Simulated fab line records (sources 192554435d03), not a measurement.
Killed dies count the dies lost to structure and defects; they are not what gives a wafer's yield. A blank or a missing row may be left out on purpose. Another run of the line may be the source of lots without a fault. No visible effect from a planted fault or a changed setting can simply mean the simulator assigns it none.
fab line records | flow n5-finfet
[record] lots = 5 | wafers = 14 | last-day = 18
route steps=1938 shown BEOL_M4@1099 BEOL_M5@1112 PASS1_CAP@1874 PASSIVATION@1936
lots that met no fault: taken from a fault-free run of the same line
start-h: the number of hours between the record's first day and the start of the first shown wafer of the lot | wait-h: how many hours have passed since the lot's step before this one | " unchanged from the row above | L1.1+2: a single row standing in for several wafers | - no value present, or no start provided | * or withheld: withheld | < > ~ a bound
route shown NAME@n: a module of which the file shows steps, and the number in the route of the first | usual: the fault-free wafers' mean and standard deviation | same: alike in all rows | chamber/n: place in a boat | sites: readings site by site | _std_site: the standard deviation of these | _edge_site: inner sites' mean taken away from outer sites' mean | radius-mm: how far each site lies from the wafer's centre | mask NAME#n: copy n | behind: the tool/chamber that last shaped the wafer | hold: the reason the lot was held/the length of the hold in hours/how it ended | device: the n, p or np transistor that did not switch | end of line: tests run on the same wafers once the route is complete | step lacking rows: just its recipe | killed: dies that structure and defects cost at the first sort, which is not the same as the wafer's yield | map: a wafer's dies, x killed, . not, _ none there
set.NAME: the run value of the setting; set.NAME@STEP: its run value at that earlier step | model.NAME: the simulator's own value behind a step, which no gauge read
lots at selected steps of the route; one table per step, one row per wafer
services: from which hour (start-h, from the record's first day; less than 0 if before it) a tool's chamber was out of use, for how many hours, and why
[[steps]]
[step N5_BEOL_M4_ANNEAL_95]
[recipe] temp-c = 400 | time-s = 240 | ambient = vacuum
[step N5_BEOL_M4_SPUTTER_96]
[recipe] material = Cu | target-thk-a = 45 | temp-c = -20 | chamber-pressure-pa = 0.07 | power-w = withheld | time-s = 8.29
[step N5_BEOL_M4_ECD_50]
[recipe] material = Cu | target-thk-a = 3000
[step N5_BEOL_M4_ANNEAL_51]
[recipe] temp-c = 225 | time-s = 90 | ambient = N2
[step N5_BEOL_M4_CMP_52]
[recipe] stop-on = SiOC | t-overpolish-s = 6.8 | down-force-psi = 1 | platen-rpm = 50 | clearing-platen-down-force-psi = 1.5 | clearing-platen-rpm = 50 | post-cmp-clean = cu-alkaline | target-thk-nm = 40 | clearing-platen-pad-velocity-m-s = 0.99484 | pad-velocity-m-s = 0.99484
[step N5_BEOL_M4_PRE_CLEAN_60]
[recipe] gas = NH3/H2 | time-s = 15 | temp-c = * | rf-power-w = 300
[step N5_BEOL_M4_CO_CAP_55]
[recipe] material = Co | target-thk-a = 20 | temp-c = 200 | precursor = CCTBA/H2 | pressure-torr = 30 | time-s = 102.1
[step N5_BEOL_M4_PRE_CLEAN_56]
[recipe] gas = NH3 | time-s = 15 | temp-c = withheld | rf-power-w = 300
[step N5_BEOL_M4_DEP_57]
[recipe] material = SiCN | target-thk-a = 80 | temp-c = withheld | precursor = 3MS/NH3 | pressure-torr = 3 | rf-w = 202 | time-s = 14
[step N5_BEOL_M4_RC_MEAS_101]
[usual] DIBL_N = 36.4/2.2 | DIBL_P = 36.3/2.5 | IOFF_N = 0.17/0.052 | IOFF_P = 0.23/0.049 | ION_N = 674/17 | ION_P = 464/11 | SS_N = 71.7/0.98 | SS_P = 73.3/0.84 | VT_N = 250/4 | VT_P = -249/3.8
lot.wafer | tool      | chamber | start-h | wait-h | DIBL_N[mV/V] | DIBL_P[mV/V] | IOFF_N[nA/um] | IOFF_P[nA/um] | ION_N[uA/um] | ION_P[uA/um] | SS_N[mV/dec] | SS_P[mV/dec] | VT_N[mV] | VT_P[mV]
L512.1    | prober-01 | 0       | 233.16  | 0.0    | 37.4         | 37.8         | 0.19          | 0.29          | 702          | 488          | 71.6         | 74.1         | 246      | -241
L512.4    | "         | 0       | "       | "      | 36.0         | 36.3         | 0.18          | 0.27          | 684          | 475          | 71.2         | 73.3         | 244      | -242
L512.5    | "         | 0       | "       | "      | 35.0         | 33.9         | 0.15          | 0.22          | 674          | 473          | 70.8         | 72.2         | 249      | -242
L522.3    | prober-01 | 0       | 277.69  | 0.3    | 35.4         | 33.1         | 0.13          | 0.17          | 654          | 454          | 70.7         | 72.1         | 252      | -253
L522.5    | "         | 0       | "       | "      | 35.4         | 33.7         | 0.14          | 0.19          | 665          | 460          | 70.8         | 72.8         | 250      | -253
L522.6    | "         | 0       | "       | "      | 36.3         | 35.6         | 0.15          | 0.21          | 671          | 461          | 71.3         | 73.2         | 251      | -250
L521.1    | prober-02 | 0       | 284.41  | 0.0    | 37.6         | 37.1         | 0.18          | 0.23          | 681          | 466          | 70.9         | 73.2         | 247      | -250
L521.2    | "         | 0       | "       | "      | 37.7         | 36.5         | 0.17          | 0.21          | 684          | 467          | 71.8         | 73.5         | 249      | -250
L521.3    | "         | 0       | "       | "      | 40.9         | 40.0         | 0.26          | 0.29          | 668          | 453          | 72.9         | 74.3         | 242      | -246
L527.2    | prober-02 | 0       | 317.61  | 0.2    | 36.3         | 36.3         | 0.16          | 0.22          | 680          | 470          | 71.6         | 72.9         | 248      | -248
L527.4    | "         | 0       | "       | "      | 35.4         | 35.8         | 0.15          | 0.23          | 676          | 477          | 71.2         | 73.4         | 247      | -246
L527.6    | "         | 0       | "       | "      | 39.9         | 40.6         | 0.25          | 0.31          | 690          | 467          | 72.9         | 74.3         | 244      | -244
L524.5    | prober-01 | 0       | 322.46  | 0.6    | 34.6         | 34.0         | 0.13          | 0.17          | 677          | 464          | 70.9         | 73.3         | 253      | -250
L524.6    | "         | 0       | "       | "      | 42.9         | 38.9         | 0.49          | 0.29          | 666          | 452          | 78.0         | 74.8         | 246      | -245
[step N5_BEOL_M5_ILD_DEP_00]
[recipe] material = SiCOH_lowk | target-thk-a = 1406.4 | temp-c = 300 | precursor = DEMS/porogen | pressure-torr = 5 | rf-w = 500 | time-s = 25.9
[step N5_BEOL_M5_CURE_79]
[recipe] temp-c = 385 | time-s = 240 | ambient = He/Ar | material = SiCOH_lowk
[step N5_BEOL_M5_PECVD_70]
[recipe] material = SiO2 | target-thk-a = 160 | temp-c = 400 | precursor = TEOS/O2 | pressure-torr = 5.5 | rf-w = 450 | teos-flow-sccm = 53.8 | gas = O2 | flow-sccm = 3000 | time-s = 18
[step N5_BEOL_M5_HM_DEP_02]
[recipe] material = TiN | target-thk-a = 200 | temp-c = 25 | chamber-pressure-pa = 0.49996
[step N5_BEOL_M5_COAT_59]
[recipe] resist = SOC | temp-c = 250 | time-s = 60 | spin-rpm = 1500 | resist-thk-nm = 60
[step N5_BEOL_M5_COAT_60]
[recipe] resist = SiARC | temp-c = 220 | time-s = 60 | spin-rpm = 1500 | resist-thk-nm = 12
[step N5_BEOL_M5_COAT_71]
[recipe] resist = underlayer | temp-c = 205 | time-s = 60 | spin-rpm = 1500 | resist-thk-nm = 5
[step N5_BEOL_M5_COAT_05]
[recipe] resist = CAR-EUV | spin-rpm = 1500 | resist-thk-nm = 30
[step N5_BEOL_M5_EBR_07]
[recipe] solvent = PGMEA | ebr-width-mm = 1.5
[step N5_BEOL_M5_SOFTBAKE_06]
[recipe] temp-c = 110 | time-s = 60 | resist = CAR-EUV
[step N5_BEOL_M5_EXPOSE_08]
[recipe] mask-id = M5 | na = 0.33 | source-shape = annular | sigma-inner = 0.4 | sigma-outer = 0.8 | polarization = unpolarized | target-cd-nm = 28 | dose-mj = 35.75
[step N5_BEOL_M5_PEB_09]
[recipe] peb-temp-c = 100 | peb-time-s = 60 | resist = CAR-EUV
[step N5_BEOL_M5_DEVELOP_10]
[recipe] develop-time-s = 30 | developer = TMAH | resist = CAR-EUV | rinse-liquid = surfactant-rinse | dry = air-spin | dev-temp-c = 23
[step N5_BEOL_M5_DESCUM_16]
[recipe] chemistry = O2 | time-s = 7 | source-power-w = 50 | bias-power-w = 20 | pressure-mtorr = 20 | rf-frequency-hz = 2.712e+07 | temp-c = 40 | resist = CAR-EUV | o2-flow-sccm = 225
[step N5_BEOL_M5_ETCH_72]
[recipe] chemistry = N2/H2 | target = underlayer | target-depth-a = 65 | mask-material = CAR-EUV | time-s = 5.2 | ion-energy-ev = 200 | pressure-mtorr = 30 | source-w = 840 | bias-w = 150 | n2-flow-sccm = 200 | h2-flow-sccm = 200 | ends = cleared
[step N5_BEOL_M5_ETCH_61]
[recipe] chemistry = CF4 | target = SiARC | target-depth-a = 156 | mask-material = CAR-EUV | time-s = 26 | ion-energy-ev = 80 | pressure-mtorr = 40 | source-w = 545 | bias-w = 36 | Ar_flow_sccm = 100 | cf4-flow-sccm = 100 | ends = cleared
[step N5_BEOL_M5_ETCH_62]
[recipe] chemistry = N2/H2 | target = SOC | target-depth-a = 750 | overetch-a = 150 | mask-material = SiARC | temp-c = 40 | time-s = 112.5 | ion-energy-ev = 200 | pressure-mtorr = 30 | source-w = 840 | bias-w = 150 | n2-flow-sccm = 200 | h2-flow-sccm = 200
[step N5_BEOL_M5_STRIP_63]
[recipe] chemistry = N2/H2 | temp-c = 40 | n2-flow-sccm = 200 | h2-flow-sccm = 200 | rf-frequency-hz = 6e+07
[step N5_BEOL_M5_STRIP_73]
[recipe] chemistry = N2/H2 | temp-c = 40 | n2-flow-sccm = 200 | h2-flow-sccm = 200 | rf-frequency-hz = 6e+07
[step N5_BEOL_M5_STRIP_64]
[recipe] chemistry = CF4 | resist = SiARC | power-w = 300 | bias-power-w = 75 | pressure-mtorr = 50 | cf4-flow-sccm = 150 | rf-frequency-hz = 6e+07
[step N5_BEOL_M5_HM_OPEN_17]
[recipe] chemistry = Cl2/BCl3 | target-depth-a = 200 | overetch-a = 60 | target = TiN | mask-material = SOC | ion-energy-ev = 150 | pressure-mtorr = 10 | icp-w = 1000 | bias-w = 126 | Cl2_flow_sccm = 53.25 | bcl3-flow-sccm = 21.75 | Ar_flow_sccm = 25
[step N5_BEOL_M5_STRIP_19]
[recipe] chemistry = O2 | power-w = 400 | temp-c = 40 | pressure-mtorr = 30 | rf-frequency-hz = 6e+07 | bias-power-w = 0 | overash-fraction = 0.2 | o2-flow-sccm = 225
[step N5_BEOL_M5_COAT_65]
[recipe] resist = SOC | temp-c = 250 | time-s = 60 | spin-rpm = 1500 | resist-thk-nm = 60
[step N5_BEOL_M5_COAT_66]
[recipe] resist = SiARC | temp-c = 220 | time-s = 60 | spin-rpm = 1500 | resist-thk-nm = 12
[step N5_PASSIVATION_PECVD_01]
[recipe] material = SiNx | target-thk-a = 2000 | temp-c = 400 | precursor = SiH4/NH3/N2 | pressure-torr = 4.9 | rf-w = 1406 | time-s = 43.2
[usual] heater-power-w = 422/130 | showerhead-plenum-p-Torr = 8.69/0.071 | throttle-valve-pct = 29.4/1.4
lot.wafer | tool     | chamber | start-h | wait-h | heater-power-w | showerhead-plenum-p-Torr | throttle-valve-pct | model.SiNx_of_PASSIVATION_PECVD_01.thk-nm
L512.1    | pecvd-03 | 2       | 325.13  | 0.0    | 449            | 8.69                     | 28.9               | 196.6
L512.4    | "        | 1       | "       | "      | 246            | 8.69                     | 29.1               | 201.4
L512.5    | "        | 2       | "       | "      | 305            | 8.71                     | 28.4               | 201.2
L522.3    | pecvd-03 | 1       | 383.59  | 0.0    | 261            | 8.72                     | 29.1               | 198
L522.5    | "        | 1       | "       | "      | 273            | 8.71                     | 29.4               | 201.4
L522.6    | "        | 0       | "       | "      | 341            | 8.77                     | 29.5               | 202.6
L521.1    | pecvd-03 | 2       | 389.15  | 0.0    | 431            | 8.71                     | 29.0               | 209
L521.2    | "        | 0       | "       | "      | 352            | 8.79                     | 29.6               | 201.2
L521.3    | "        | 1       | "       | "      | 325            | 8.73                     | 29.6               | 198.6
L527.2    | pecvd-03 | 1       | 409.40  | 0.0    | 277            | 8.72                     | 29.2               | 201.8
L527.4    | "        | 2       | "       | "      | 394            | 8.68                     | 29.1               | 200.6
L527.6    | "        | 0       | "       | "      | 276            | 8.78                     | 29.4               | 213.6
L524.5    | pecvd-03 | 0       | 419.19  | 0.0    | 269            | 8.80                     | 29.4               | 199
L524.6    | "        | 1       | "       | "      | 187            | 8.71                     | 29.3               | 212.8
[step N5_PASSIVATION_PROBE_49]
[usual] defect-limited-yield = 91.2/1.4 | killed_at_M0_to_M3 = 34/9.3 | killed_at_M4_up = 14/5.9 | killed-at-contacts = 14/5.7 | killed-at-front-end = 38/10 | killed-at-other = 4/3.2 | killed-dies = 104/17 | killed-open = 67/13 | killed-short = 33/6.9 | sort_bin_4_leakage = 0/3.6 | sort_bin_5_function = 5.2/1 | sort_bin_6_memory = 3.3/0.61 | sort_bin_8_speed = 0.3/1.8 | sort-n-pass = 1069/52
[same] gross-dies = 1180 | killed-at-back-side = 0
lot.wafer | tool      | chamber | start-h | wait-h | defect-limited-yield[%] | killed_at_M0_to_M3 | killed_at_M4_up | killed-at-contacts | killed-at-front-end | killed-at-other | killed-dies | killed-open | killed-short | sort_bin_4_leakage[%] | sort_bin_5_function[%] | sort_bin_6_memory[%] | sort_bin_8_speed[%] | sort-n-pass
L512.1    | prober-01 | -       | 332.15  | 0.0    | 91.0                    | 40                 | 11              | 13                 | 42                  | 0               | 106         | 62          | 36           | 0                     | 4.8                    | 3.4                  | 0                   | 1074
L512.4    | prober-01 | -       | 332.30  | 0.2    | 92.5                    | 36                 | 10              | 17                 | 25                  | 1               | 89          | 57          | 29           | 0                     | 4.4                    | 2.9                  | 0                   | 1091
L512.5    | prober-01 | -       | 332.35  | 0.2    | 92.5                    | 26                 | 18              | 14                 | 28                  | 3               | 89          | 51          | 33           | 0                     | 4.6                    | 2.7                  | 0                   | 1091
L522.3    | prober-01 | -       | 392.31  | 0.1    | 88.3                    | 23                 | 28              | 20                 | 62                  | 5               | 138         | 91          | 41           | 0                     | 7.1                    | 4.2                  | 0                   | 1042
L522.5    | prober-01 | -       | 392.41  | 0.2    | 89.0                    | 45                 | 13              | 20                 | 39                  | 13              | 130         | 84          | 36           | 0                     | 6.4                    | 4.4                  | 0                   | 1050
L522.6    | prober-01 | -       | 392.46  | 0.3    | 86.7                    | 46                 | 17              | 17                 | 70                  | 7               | 157         | 100         | 48           | 0                     | 6.9                    | 6.2                  | 0                   | 1023
L521.1    | prober-02 | -       | 398.61  | 0.0    | 86.6                    | 22                 | 17              | 10                 | 31                  | 78              | 158         | 63          | 18           | 0                     | 10.5                   | 2.8                  | 0                   | 1022
L521.2    | prober-02 | -       | 398.66  | 0.1    | 93.2                    | 22                 | 9               | 8                  | 34                  | 7               | 80          | 45          | 33           | 0                     | 3.9                    | 2.5                  | 0                   | 1100
L521.3    | prober-02 | -       | 398.71  | 0.1    | 92.7                    | 31                 | 11              | 2                  | 36                  | 6               | 86          | 46          | 36           | 0                     | 4.0                    | 3.1                  | 0                   | 1094
L527.6    | prober-02 | -       | 418.03  | 0.3    | 83.4                    | 31                 | 16              | 26                 | 48                  | 75              | 196         | 77          | 41           | 0                     | 12.2                   | 4.0                  | 0                   | 984
L524.6    | prober-02 | -       | 428.61  | 0.3    | 82.8                    | 38                 | 16              | 12                 | 56                  | 81              | 203         | 68          | 52           | 37                    | 12.5                   | 4.1                  | 0                   | 542
// killed by level:class
L512.1 STI_FIN_REVEAL:geometric-particle:open=15 BEOL_M0_SAQP:geometric-particle:open=10 MOL_CONTACT_COAG:geometric-particle:open=8 STI_FIN_REVEAL:geometric-particle:short=5 BEOL_M0_SAQP:geometric-particle:short=5 BEOL_M3:geometric-particle:open=5 FIN_SAQP:geometric-particle:short=4 ILD0:geometric-particle:short=4
L512.4 MOL_CONTACT_COAG:geometric-particle:open=14 STI_FIN_REVEAL:geometric-particle:open=6 BEOL_M2:geometric-particle:open=6 BEOL_M3:geometric-particle:open=6 STARTING-WAFER:geometric-particle:short=6 BEOL_M0_SAQP:geometric-particle:open=5 BEOL_M3:geometric-particle:short=5 DUMMY_GATE:geometric-particle:open=4
L512.5 MOL_CONTACT_COAG:geometric-particle:open=11 STI_FIN_REVEAL:geometric-particle:open=6 BEOL_M6:geometric-particle:open=6 BEOL_M0_SAQP:geometric-particle:short=5 GATE_CUT:geometric-particle:short=4 BEOL_M5:geometric-particle:open=4 BEOL_M0_SAQP:geometric-particle:open=4 BEOL_M1:geometric-particle:short=4
L522.3 STI_FIN_REVEAL:geometric-particle:open=18 MOL_CONTACT_COAG:geometric-particle:open=17 BEOL_M4:geometric-particle:open=13 FIN_SAQP:geometric-particle:short=7 FIN_SAQP:geometric-particle:open=7 ILD0:geometric-particle:short=7 ILD0:geometric-particle:open=6 STI_FIN_REVEAL:geometric-particle:short=5
L522.5 MOL_CONTACT_COAG:geometric-particle:open=15 STI_FIN_REVEAL:geometric-particle:open=10 BEOL_M0_SAQP:geometric-particle:open=10 BEOL_M1:geometric-particle:open=9 PASSIVATION:area-etch=9 BEOL_M3:geometric-particle:open=8 STI_FIN_REVEAL:geometric-particle:short=7 BEOL_M0_SAQP:geometric-particle:short=7
L522.6 STI_FIN_REVEAL:geometric-particle:open=21 FIN_SAQP:geometric-particle:open=14 FIN_SAQP:geometric-particle:short=12 BEOL_M1:geometric-particle:open=10 BEOL_M3:geometric-particle:open=10 MOL_CONTACT_COAG:geometric-particle:open=9 BEOL_M0_SAQP:geometric-particle:short=9 MOL_CONTACT_COAG:geometric-particle:short=8
L521.1 PASS1_CAP:area-pecvd=75 MOL_CONTACT_COAG:geometric-particle:open=9 BEOL_M2:geometric-particle:open=7 BEOL_M4:geometric-particle:open=7 STI_FIN_REVEAL:geometric-particle:open=6 BEOL_M1:geometric-particle:open=6 FIN_SAQP:geometric-particle:open=5 STARTING-WAFER:geometric-particle:short=4
L521.2 FIN_SAQP:geometric-particle:short=7 STI_FIN_REVEAL:geometric-particle:open=5 BEOL_M3:geometric-particle:open=5 MOL_CONTACT_COAG:geometric-particle:short=4 MOL_CONTACT_COAG:geometric-particle:open=4 PAD_METAL:geometric-particle:open=4 FIN_SAQP:geometric-particle:open=3 ILD0:geometric-particle:short=3
L521.3 STI_FIN_REVEAL:geometric-particle:open=8 GATE_CUT:geometric-particle:short=8 BEOL_M1:geometric-particle:open=8 BEOL_M4:geometric-particle:open=7 BEOL_M1:geometric-particle:short=6 BEOL_M3:geometric-particle:open=6 BEOL_M0_SAQP:geometric-particle:short=5 DUMMY_GATE:geometric-particle:open=4
L527.6 PASS1_CAP:area-pecvd=74 MOL_CONTACT_COAG:geometric-particle:open=18 GATE_CUT:geometric-particle:short=11 BEOL_M4:geometric-particle:open=10 FIN_SAQP:geometric-particle:short=8 FIN_SAQP:geometric-particle:open=7 GATE_CUT:geometric-particle:open=7 MOL_CONTACT_COAG:geometric-particle:short=7
L524.6 PASS1_CAP:area-pecvd=79 STI_FIN_REVEAL:geometric-particle:open=21 BEOL_M0_SAQP:geometric-particle:short=13 FIN_SAQP:geometric-particle:short=12 GATE_CUT:geometric-particle:short=11 BEOL_M0_SAQP:geometric-particle:open=9 MOL_CONTACT_COAG:geometric-particle:open=8 FIN_SAQP:geometric-particle:open=6
// map L521.1 (x killed, . not)
_________________............________________
______________......x..........._____________
___________......................x.__________
__________.........................._________
________.........xx..x.........x.x.x.x_______
_______.............x...x...........x..______
______.....x...........................x_____
_____..............................x.....____
____.xx.........x........x.....x..........___
___...........x......xx.......x............__
___........x.....x........................x__
__x.............x..x..xx..xx...x............_
__..................xx.x...................._
_.............xxx.xxxx.xxxxxx.x.x.x..........
_.............xx.xxx..x.....x....x...........
_...............x.x.x..xxx..............x....
_x.x...............x.xx.xxxx.xx..............
_x.......x......xx.x.x.xx.xx.xx..............
_x........x.........x.........x..............
_x........x...x..xx.x..x.x.xxx......x........
_.....x..x.x...x.xx.......x..x.xx......x.....
__.....x.........xx..xxxxx..x..xx......x...._
__......x...........xx.....x................_
___..................x...........x.........__
___x..............x.x..............x.......__
____......x...x.x........x......xx........___
_____x...............................x...____
______.........x....x..................._____
_______...x............................______
________.............................._______
__________...........x..x..........._________
___________.............xx.........__________
______________.................x_____________
_________________.x..........________________
// map L524.6 (x killed, . not)
_________________...........x________________
______________.x....x........x.._____________
___________.x..x..........x...x....__________
__________..................x....xx._________
________...x..xx..x..........x........_______
_______............x...................______
______...x.....x...x....xx.........x...._____
_____x...x..x..........x.........x.x...x.____
____...........x..x......x.......x....x..x___
___.......x.xx.x..x...x....................__
___x.......x........x.x.xx.................__
__.............x..xxxx.x...x...........x...._
__....xx.........x.x.x.x.x..x..............._
_..........x...xxxxx.x....xxx.....x..x...x.x.
_...............x...x.x..xxx.x....x..........
_.........x.....x.x.x..x...xx.xx.....x..xx...
_.............xx.x.xxx..xxxx.x......x.......x
_......x......xxx..x.xxx.xxxxx...............
_..x........x...x..x..xx.xxx.xx..............
_..xx.........x...xxx..x.x..x.x.............x
_..........x..x.x..xx.x.x..x.x..........x...x
__..x.............xx..x.xxx..xx............._
__.......xx.....x.....xx.xx...x............._
___..........x.....x.x.x......x..........x.__
___..x.............x..x.......x............__
____................x.....x..........x....___
_____....x.x.......................x.....____
______............xx.xx......x.........._____
_______......x.........................______
________........x....................x_______
__________.x...x...................._________
___________...x......x.............__________
______________............x....._____________
_________________............________________
[[services]]
tool     | chamber | start-h | hours | kind
pecvd-03 | 1       | 314.33  | 5.5   | scheduled-down
pecvd-03 | 0       | 391.69  | 5.5   | scheduled-down
[[key]]
[first-sign] step = N5_PASSIVATION_PROBE_49 | reading = killed-at-other | direction = up | sigmas = 23 | usual = 4 | struck = 78
[effect] step = N5_PASSIVATION_PROBE_49 | reading = sort_bin_5_function | direction = up | sigmas = 6.3 | usual = 5.2 | struck = 11.7
[model-effect] step = N5_PASSIVATION_PECVD_01 | value = SiNx_of_PASSIVATION_PECVD_01.thk-nm | without = 199.9 | struck = 211.8
[more-kills-born-at] N5_PASSIVATION_PECVD_01@pecvd-03 = 228
met-at N5_PASSIVATION_PECVD_01
struck-wafers L521.1,L524.6,L527.6
onset-between 383.59 389.15
[fault] kind = process-parameter-drift | tool = pecvd-03 | chamber = - | onset-h = 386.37 | steps = N5_PASSIVATION_PECVD_01 | channel = time-s | offset = * | shape = step | end-h = 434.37 | scope = struck-wafers-only | acts-in = * | stated = *
